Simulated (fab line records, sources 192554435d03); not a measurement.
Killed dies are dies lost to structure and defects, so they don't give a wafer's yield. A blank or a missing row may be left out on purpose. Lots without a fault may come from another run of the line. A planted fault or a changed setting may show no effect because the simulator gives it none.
A struck lot beside a sound one | flow n5_finfet | 27 steps out of a route of 1938
Sound: wafers L112.1, L112.5, L112.6. Struck: wafers L104.1, L104.2, L104.6. The cause comes at the end.
At each step with rows: each side's tool, then ch and its chambers, then its first start. Under that, the readings that differ: sound wafers | struck wafers | difference of the means | sigmas: that difference in standard deviations of wafers without a fault.
alike: readings whose means differ by less than 2 such deviations, and words and numbers that are the same on both sides. not compared: withheld readings, readings that some wafer has no value for, bounds like >300 that may hide the same value, and numbers for which the record gives no deviation and whose values overlap.
The two part at a step that has a row with sigmas, a row that says differs or no value, or rows on one side only. Numbers that don't overlap but have no deviation are shown without sigmas and don't part them. A reading that every wafer of one side lacks parts them only if that side has two wafers or more.

first, 10 steps without rows for these wafers: N5_BEOL_M1_DESCUM_16 (chemistry O2, time 7 s); N5_BEOL_M1_ETCH_74 (etches underlayer in N2/H2, target depth 6.5 nm, time 5.2 s); N5_BEOL_M1_ETCH_63 (etches SiARC in CF4, target depth 15.6 nm, time 26 s); N5_BEOL_M1_ETCH_64 (etches SOC in N2/H2, target depth 75 nm, overetch 15 nm, time 112.5 s); N5_BEOL_M1_STRIP_65 (strips in N2/H2); N5_BEOL_M1_STRIP_75 (strips in N2/H2); N5_BEOL_M1_STRIP_66 (strips in CF4); N5_BEOL_M1_HM_OPEN_17 (chemistry Cl2/BCl3, target TiN, target depth 20 nm, overetch 6 nm); N5_BEOL_M1_STRIP_19 (strips in O2); N5_BEOL_M1_COAT_67 (time 60 s, resist thk 60 nm).
N5_BEOL_M1_COAT_68: time 60 s, resist thk 12 nm.
  sound on litho_track-03 ch 0, day 10 17:41; struck on litho_track-01 ch 0, day 9 13:41
  reading                                    | sound                | struck               | difference | sigmas
  spin_speed_rpm (rpm)                       | 1500.1 1498.8 1498.2 | 1320.8 1321.1 1322.8 | -177.5     | -99 or more
  model.SiARC_of_BEOL_M1_COAT_68.thk_nm (nm) | 12 12 12             | 12.8 12.8 12.8       | +0.8       |
  alike: exhaust_pa
then, 9 steps without rows for these wafers: N5_BEOL_M1_COAT_76 (time 60 s, resist thk 5 nm); N5_BEOL_M1_COAT_22 (resist thk 30 nm); N5_BEOL_M1_EBR_24; N5_BEOL_M1_SOFTBAKE_23 (time 60 s); N5_BEOL_M1_EXPOSE_25 (exposes mask V0, defocus 5 nm, target cd 24 nm); N5_BEOL_M1_PEB_26 (peb time 60 s); N5_BEOL_M1_DEVELOP_27 (develop time 30 s); N5_BEOL_M1_DESCUM_33 (chemistry O2, time 7 s); N5_BEOL_M1_ETCH_77 (etches underlayer in N2/H2, target depth 6.5 nm, time 5.2 s).
N5_BEOL_M1_ETCH_69: etches SiARC in CF4, target depth 15.6 nm, time 26 s.
  sound on rie_diel-04 ch 1,2, day 10 18:16; struck on rie_diel-04 ch 0,2,3, day 9 14:08
  reading                                      | sound             | struck            | difference | sigmas
  etch_rf_on_time_s (s)                        | 26.4 26.7 26.1    | 28.3 27.7 27.7    | +1.5       | +4
  model.etch.depth_nm (nm)                     | 12.05 12.04 12.04 | 12.76 12.76 12.71 | +0.70      |
  model.CAR-EUV_of_BEOL_M1_COAT_22.thk_nm (nm) | 11.2 11.2 11.2    | 10.4 10.4 10.4    | -0.8       |
  alike: drypump_motor_current_A, oes_product_au, rf_fwd_power_W, rf_vpp_V, showerhead_plenum_p_Torr, throttle_valve_pct
  not compared: rf_hours_counter_h
then, 1 step without rows for these wafers: N5_BEOL_M1_ALD_98 (deposits SiO2, target thk 2.5 nm, pulse time 1 s, co reactant pulse time 1 s).
N5_BEOL_M1_ETCHBACK_99: etches SiO2 in CHF3, target depth 5 nm, time 10.4 s.
  sound on rie_diel-04 ch 0,1, day 11 03:37; struck on rie_diel-04 ch 0,3, day 9 23:20
  reading                                      | sound          | struck      | difference | sigmas
  model.CAR-EUV_of_BEOL_M1_COAT_22.thk_nm (nm) | 10.4 10.4 10.6 | 9.8 9.6 9.6 | -0.8       |
  alike: drypump_motor_current_A, oes_product_au, rf_fwd_power_W, rf_vpp_V, showerhead_plenum_p_Torr, throttle_valve_pct
  not compared: rf_hours_counter_h
N5_BEOL_M1_ETCH_70: etches SOC in N2/H2, target depth 80 nm, overetch 16 nm, time 120 s.
  sound on rie_diel-04 ch 0,1, day 11 03:40; struck on rie_diel-04 ch 0,3, day 9 23:23
  reading                                    | sound       | struck      | difference | sigmas
  model.SiARC_of_BEOL_M1_COAT_68.thk_nm (nm) | 6.4 6.4 6.6 | 7.4 7.2 7.2 | +0.8       |
  alike: drypump_motor_current_A, oes_product_au, rf_fwd_power_W, rf_vpp_V, showerhead_plenum_p_Torr, throttle_valve_pct
  not compared: rf_hours_counter_h
then, 1 step without rows for these wafers: N5_BEOL_M1_STRIP_71 (strips in N2/H2).
N5_BEOL_M4_RC_MEAS_101:
  sound on prober-02 ch 0, day 13 08:35; struck on prober-02 ch 0, day 11 20:07
  alike: DIBL_N, DIBL_P, IOFF_N, IOFF_P, ION_N, ION_P, SS_N, SS_P, VT_N, VT_P
-- the record jumps here: 5 days lie between the struck wafers' starts before and after (it left off in module BEOL_M4 and takes up again in module PASSIVATION, whose first step shown is number 1936 of the route) --
N5_PASSIVATION_PROBE_49:
  sound on prober-01, day 18 07:05; struck on prober-02, day 17 06:17
  alike: defect_limited_yield, killed_at_M0_to_M3, killed_at_M4_up, killed_at_contacts, killed_at_front_end, killed_at_other, killed_dies, killed_open, killed_short, sort_bin_5_function, sort_bin_6_memory, sort_n_pass, sort_yield_pct

WHERE THEY PART
First at N5_BEOL_M1_COAT_68; last, within this record, at N5_BEOL_M1_ETCH_69. Later steps at which nothing parts them and some readings are alike: N5_BEOL_M1_ETCHBACK_99, N5_BEOL_M1_ETCH_70, N5_BEOL_M4_RC_MEAS_101, N5_PASSIVATION_PROBE_49.

WHY: what the simulator had put in
Process parameter drift: litho_track-01, from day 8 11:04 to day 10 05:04, at N5_BEOL_M1_COAT_68. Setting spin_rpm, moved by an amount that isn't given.
